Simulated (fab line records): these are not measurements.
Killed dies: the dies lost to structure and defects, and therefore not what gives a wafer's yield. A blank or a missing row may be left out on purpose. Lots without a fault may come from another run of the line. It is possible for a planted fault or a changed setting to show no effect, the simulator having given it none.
Matching of chambers | flow nand harc | NHARC_P_CONTACT_ETCH_35 on rie diel-09: 4 sister chambers
The step etches the open film in CF4, target depth 39 nm, time 65 s. 27 wafers are shown with their chamber, then 12 later ones without.

## WAFERS PAIRED WITH THEIR CHAMBERS
wafer  | chamber | showerhead plenum p Torr (Torr) | drypump motor current A (A) | rf vpp V (V)
L074.4 | 3       | 1.90                            | 6.2                         | 153.5
L074.5 | 0       | 1.69                            | 5.7                         | 148.9
L074.6 | 1       | 1.84                            | 5.0                         | 153.0
L077.1 | 1       | 1.84                            | 5.0                         | 151.6
L077.3 | 0       | 1.69                            | 5.7                         | 150.2
L077.5 | 3       | 1.90                            | 6.2                         | 153.1
L080.1 | 0       | 1.69                            | 5.7                         | 150.0
L080.2 | 2       | 1.77                            | 5.7                         | 152.0
L080.3 | 3       | 1.90                            | 6.3                         | 152.1
L081.3 | 2       | 1.77                            | 5.7                         | 149.4
L081.4 | 1       | 1.84                            | 5.0                         | 152.9
L081.6 | 1       | 1.84                            | 5.0                         | 152.9
L083.2 | 3       | 1.90                            | 6.2                         | 152.8
L083.4 | 0       | 1.69                            | 5.7                         | 151.4
L083.5 | 2       | 1.77                            | 5.7                         | 151.8
L087.4 | 3       | 1.90                            | 6.3                         | 152.3
L087.5 | 0       | 1.69                            | 5.7                         | 150.9
L087.6 | 2       | 1.77                            | 5.7                         | 150.5
L086.1 | 3       | 1.90                            | 6.2                         | 153.0
L086.2 | 1       | 1.84                            | 5.0                         | 151.7
L086.3 | 2       | 1.77                            | 5.7                         | 151.5
L089.1 | 2       | 1.76                            | 5.7                         | 152.8
L089.3 | 0       | 1.69                            | 5.7                         | 151.6
L089.6 | 2       | 1.76                            | 5.7                         | 151.1
L091.2 | 3       | 1.90                            | 6.2                         | 153.7
L091.4 | 1       | 1.84                            | 5.0                         | 151.0
L091.6 | 0       | 1.69                            | 5.7                         | 150.5

SIGNATURES, as means of the wafers listed above
reading                  | chamber 0 | chamber 1 | chamber 2 | chamber 3 | scatter within a chamber
showerhead plenum p Torr | 1.6900    | 1.8400    | 1.7671    | 1.9000    | 0.00249
drypump motor current A  | 5.700     | 5.000     | 5.700     | 6.229     | 0.0249
rf vpp V                 | 150.500   | 152.183   | 151.300   | 152.929   | 0.888
Rule: a wafer's distance from a chamber is the root of the sum, over the readings, of the square of ((its reading less the chamber's mean) divided by the reading's scatter). The wafer belongs to the nearest chamber; if the next one is less than 2 further off, it can't be placed. The scatter: take each reading less its chamber's mean, square it, sum over the shown wafers, divide by the number of wafers less the number of chambers, and take the root.

## WAFERS WHOSE CHAMBER IS MISSING
wafer  | showerhead plenum p Torr (Torr) | drypump motor current A (A) | rf vpp V (V)
L092.2 | 1.69                            | 5.7                         | 149.3
L092.3 | 1.84                            | 5.0                         | 151.0
L092.6 | 1.90                            | 6.2                         | 151.9
L094.1 | 1.69                            | 5.7                         | 149.4
L094.4 | 1.84                            | 5.0                         | 152.9
L094.6 | 1.90                            | 6.3                         | 152.3
L096.2 | 1.84                            | 5.0                         | 152.7
L096.3 | 1.90                            | 6.2                         | 152.1
L096.5 | 1.76                            | 5.7                         | 150.4
L097.1 | 1.90                            | 6.2                         | 151.9
L097.2 | 1.76                            | 5.7                         | 149.6
L097.6 | 1.90                            | 6.2                         | 152.5

## EACH ONE'S CHAMBER
wafer  | from the rows above | in truth
L092.2 | 0                   | 0
L092.3 | 1                   | 1
L092.6 | 3                   | 3
L094.1 | 0                   | 0
L094.4 | 1                   | 1
L094.6 | 3                   | 3
L096.2 | 1                   | 1
L096.3 | 3                   | 3
L096.5 | 2                   | 2
L097.1 | 3                   | 3
L097.2 | 2                   | 2
L097.6 | 3                   | 3
Placed correctly: 12 of 12. Number that these rows cannot place: 0. Wrongly placed: 0.
